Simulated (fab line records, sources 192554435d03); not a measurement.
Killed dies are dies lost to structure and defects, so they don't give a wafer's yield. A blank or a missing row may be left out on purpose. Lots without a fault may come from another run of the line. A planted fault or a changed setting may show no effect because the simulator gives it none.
Chamber matching | flow n5_finfet | N5_FIN_SAQP_ETCH_69 on rie_diel-05: 4 sister chambers
The step etches SOC in N2/H2, stops on SiNx, target depth 150 nm. 4 wafers are shown with their chamber, then 8 later ones without.

WAFERS WITH THEIR CHAMBER
wafer  | chamber | showerhead_plenum_p_Torr (Torr)
L084.3 | 3       | 2.38
L084.5 | 1       | 2.41
L089.2 | 0       | 2.68
L090.2 | 2       | 2.60

WAFERS WITHOUT THEIR CHAMBER
wafer  | showerhead_plenum_p_Torr (Torr)
L090.3 | 2.68
L090.6 | 2.68
L094.1 | 2.69
L094.3 | 2.73
L094.4 | 2.60
L095.1 | 2.60
L095.3 | 2.69
L095.6 | 2.73

WHICH CHAMBER EACH WENT THROUGH
wafer  | from the rows above | in truth
L090.3 | 0                   | 0
L090.6 | 0                   | 0
L094.1 | 0                   | 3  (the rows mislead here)
L094.3 | 0                   | 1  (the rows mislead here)
L094.4 | 2                   | 2
L095.1 | 2                   | 2
L095.3 | 0                   | 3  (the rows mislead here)
L095.6 | 0                   | 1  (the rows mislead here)
Placed correctly: 4 of 8. Can't be placed from these rows: 0. Placed wrongly: 4.
How it was worked out, from the rows above alone: a wafer's distance from a chamber is the root of the sum, over the readings, of the square of ((its reading less the chamber's mean) divided by the reading's scatter). The wafer belongs to the nearest chamber; if the next one is less than 2 further off, it can't be placed. A chamber's mean is the mean of its shown wafers. The scatter: with one shown wafer a chamber, the root of the mean of the squares of how far each hidden wafer lies from its nearest shown one.
